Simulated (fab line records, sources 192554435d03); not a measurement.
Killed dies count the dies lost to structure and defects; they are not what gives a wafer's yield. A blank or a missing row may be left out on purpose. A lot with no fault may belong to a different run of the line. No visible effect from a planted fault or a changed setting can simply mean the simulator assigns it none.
Matching of chambers || flow n5Finfet || 4 sister chambers for N5_FIN_CUT_CUT_ETCH_28 on rieSi-06
The step etches Si in HBr/Cl2/O2, target depth 6 nm, time 2.4 s. 16 wafers are shown with their chamber, then 8 later ones without.

== WAFERS WITH THEIR CHAMBER ==
{"wafer": "L079.2", "chamber": 3, "drypumpMotorCurrentA (A)": 5.8, "oesProductAu (a.u.)": 0.990}
{"wafer": "L079.4", "chamber": 0, "drypumpMotorCurrentA (A)": 5.8, "oesProductAu (a.u.)": 1.006}
{"wafer": "L079.5", "chamber": 0, "drypumpMotorCurrentA (A)": 5.8, "oesProductAu (a.u.)": 1.005}
{"wafer": "L080.1", "chamber": 0, "drypumpMotorCurrentA (A)": 5.8, "oesProductAu (a.u.)": 1.004}
{"wafer": "L080.4", "chamber": 2, "drypumpMotorCurrentA (A)": 5.6, "oesProductAu (a.u.)": 0.974}
{"wafer": "L080.5", "chamber": 2, "drypumpMotorCurrentA (A)": 5.6, "oesProductAu (a.u.)": 0.982}
{"wafer": "L084.1", "chamber": 0, "drypumpMotorCurrentA (A)": 5.8, "oesProductAu (a.u.)": 1.007}
{"wafer": "L084.2", "chamber": 2, "drypumpMotorCurrentA (A)": 5.6, "oesProductAu (a.u.)": 0.975}
{"wafer": "L084.5", "chamber": 2, "drypumpMotorCurrentA (A)": 5.6, "oesProductAu (a.u.)": 0.973}
{"wafer": "L085.2", "chamber": 2, "drypumpMotorCurrentA (A)": 5.6, "oesProductAu (a.u.)": 0.993}
{"wafer": "L085.4", "chamber": 0, "drypumpMotorCurrentA (A)": 5.8, "oesProductAu (a.u.)": 1.004}
{"wafer": "L085.6", "chamber": 3, "drypumpMotorCurrentA (A)": 5.8, "oesProductAu (a.u.)": 0.989}
{"wafer": "L086.3", "chamber": 1, "drypumpMotorCurrentA (A)": 6.1, "oesProductAu (a.u.)": 0.990}
{"wafer": "L086.4", "chamber": 2, "drypumpMotorCurrentA (A)": 5.6, "oesProductAu (a.u.)": 0.979}
{"wafer": "L086.6", "chamber": 1, "drypumpMotorCurrentA (A)": 6.1, "oesProductAu (a.u.)": 0.987}
{"wafer": "L089.1", "chamber": 1, "drypumpMotorCurrentA (A)": 6.0, "oesProductAu (a.u.)": 0.992}

SIGNATURES (averages over the wafers above)
{"reading": "drypumpMotorCurrentA", "chamber 0": 5.800, "chamber 1": 6.067, "chamber 2": 5.600, "chamber 3": 5.800, "scatter within a chamber": 0.0236}
{"reading": "oesProductAu", "chamber 0": 1.00520, "chamber 1": 0.98967, "chamber 2": 0.97933, "chamber 3": 0.98950, "scatter within a chamber": 0.00501}
Rule: a wafer lies at a distance from a chamber equal to the root of the sum of squares, over the readings, of (its reading less the chamber's mean, divided by the reading's scatter). The wafer belongs to the nearest chamber; if the next one is less than 2 further off, it can't be placed. The scatter: the root of (the sum of the squares of (reading less its chamber's mean) over the shown wafers, divided by (wafers less chambers)).

== WAFERS WITH NO CHAMBER GIVEN ==
{"wafer": "L089.3", "drypumpMotorCurrentA (A)": 5.8, "oesProductAu (a.u.)": 1.011}
{"wafer": "L089.6", "drypumpMotorCurrentA (A)": 5.8, "oesProductAu (a.u.)": 0.998}
{"wafer": "L090.2", "drypumpMotorCurrentA (A)": 5.8, "oesProductAu (a.u.)": 0.992}
{"wafer": "L090.3", "drypumpMotorCurrentA (A)": 6.0, "oesProductAu (a.u.)": 0.990}
{"wafer": "L090.5", "drypumpMotorCurrentA (A)": 5.7, "oesProductAu (a.u.)": 0.987}
{"wafer": "L094.2", "drypumpMotorCurrentA (A)": 5.8, "oesProductAu (a.u.)": 1.010}
{"wafer": "L094.4", "drypumpMotorCurrentA (A)": 6.1, "oesProductAu (a.u.)": 0.986}
{"wafer": "L094.5", "drypumpMotorCurrentA (A)": 5.8, "oesProductAu (a.u.)": 1.008}

== CHAMBER TAKEN BY EACH ==
{"wafer": "L089.3", "from the rows above": 0, "in truth": 0}
{"wafer": "L089.6", "from the rows above": "can't be placed: 0 or 3", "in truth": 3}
{"wafer": "L090.2", "from the rows above": 3, "in truth": 3}
{"wafer": "L090.3", "from the rows above": 1, "in truth": 1}
{"wafer": "L090.5", "from the rows above": "can't be placed: 3 or 2 or 0", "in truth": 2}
{"wafer": "L094.2", "from the rows above": 0, "in truth": 0}
{"wafer": "L094.4", "from the rows above": 1, "in truth": 1}
{"wafer": "L094.5", "from the rows above": 0, "in truth": 0}
6 of 8 placed correctly. These rows do not allow placing 2 (true chamber among the candidates in 2). 0 placed wrongly.
